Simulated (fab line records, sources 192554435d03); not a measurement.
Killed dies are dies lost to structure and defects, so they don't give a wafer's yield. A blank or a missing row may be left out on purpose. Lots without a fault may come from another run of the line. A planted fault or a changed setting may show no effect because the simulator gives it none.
Split-lot experiment | flow n5_finfet | 7 lots, 21 wafers read, on a route of 1938 steps

THE SPLIT
At N5_BEOL_M5_VIA_ETCH_34 (etches SiCOH lowk in C4F6/O2, target depth 88.3 nm, time 39.2 s), the setting bias_w was moved away from the recipe's 185 W on 8 of the 21 wafers read, by -10.3% to +9.0%. The other wafers ran this setting at the recipe's value.

The reading is taken at the split's own step.

THE READING
rf_vpp_V, in V, at N5_BEOL_M5_VIA_ETCH_34 (etches SiCOH lowk in C4F6/O2, target depth 88.3 nm, time 39.2 s). Fault-free wafers of this fab line usually give 667 V, standard deviation 6.1 V.

wafer  | tool, chamber at the split | bias_w as run, W | against the recipe | rf_vpp_V, V | against lot-mates on the recipe
L075.1 | rie_diel-06, 1             | 201.6            | +9.0%              | 720         | +63
L075.3 | rie_diel-06, 3             | 201.6            | +9.0%              | 715         | +58
L075.4 | rie_diel-06, 2             | 185              | recipe             | 657         | -
L080.2 | rie_diel-06, 0             | 168.7            | -8.8%              | 623         | -47
L080.4 | rie_diel-06, 3             | 185              | recipe             | 670         | -
L080.6 | rie_diel-06, 3             | 168.7            | -8.8%              | 622         | -48
L088.1 | rie_diel-01, 0             | 173              | -6.5%              | 633         | -36
L088.3 | rie_diel-01, 1             | 185              | recipe             | 669         | -
L088.4 | rie_diel-01, 2             | 173              | -6.5%              | 637         | -32
L090.3 | rie_diel-01, 1             | 185              | recipe             | 668         | -
L090.4 | rie_diel-01, 2             | 185              | recipe             | 672         | -
L090.6 | rie_diel-01, 1             | 185              | recipe             | 668         | -
L091.3 | rie_diel-01, 0             | 185              | recipe             | 668         | -
L091.5 | rie_diel-01, 0             | 185              | recipe             | 669         | -
L091.6 | rie_diel-01, 1             | 185              | recipe             | 668         | -
L093.2 | rie_diel-06, 2             | 165.9            | -10.3%             | 604         | -66
L093.3 | rie_diel-06, 1             | 165.9            | -10.3%             | 617         | -53
L093.6 | rie_diel-06, 0             | 185              | recipe             | 670         | -
L095.2 | rie_diel-01, 2             | 185              | recipe             | 672         | -
L095.3 | rie_diel-01, 0             | 185              | recipe             | 668         | -
L095.5 | rie_diel-01, 1             | 185              | recipe             | 667         | -

THE FIT
A straight line over all 21 wafers: rf_vpp_V changes by +5.41 V for each +1% of bias_w; r = +0.99; the points scatter about the line by 3.9 V.
The same after taking each lot's own level away (the mean of its wafers on the recipe; 21 wafers): +5.95 V for each +1%; r = +0.99; scatter 3.7 V.
On that fit, the largest move of bias_w shifts the reading by 61 V.
The lots' own levels span 657.0 to 670.0 V, that is 2.1 times the standard deviation above.
So the lot-to-lot level changes the slope little: the two slopes agree.
Check: with one of the wafers moved furthest among these (-10.3%) left out of the fit, the line predicts -58.2 V for it against its lot-mates. It came out at -66 V against them.
Tool readings at the split's step, against how far the setting was moved: rf_vpp_V r = +0.99.

OTHER SPLITS ON THESE WAFERS
These wafers also went through other splits before the reading. Each is held against what the fit with the lots' levels taken away leaves over:
other split on the same wafers | wafers away from the commonest value | r with rf_vpp_V (lot level and that fit taken away)
N5_BEOL_M4_EXPOSE_25 dose_mj   | 6                                    | +0.28

THE FILE'S OWN FIT
rf_vpp_V changes by +5.82 V for each +1% of bias_w, r = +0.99.
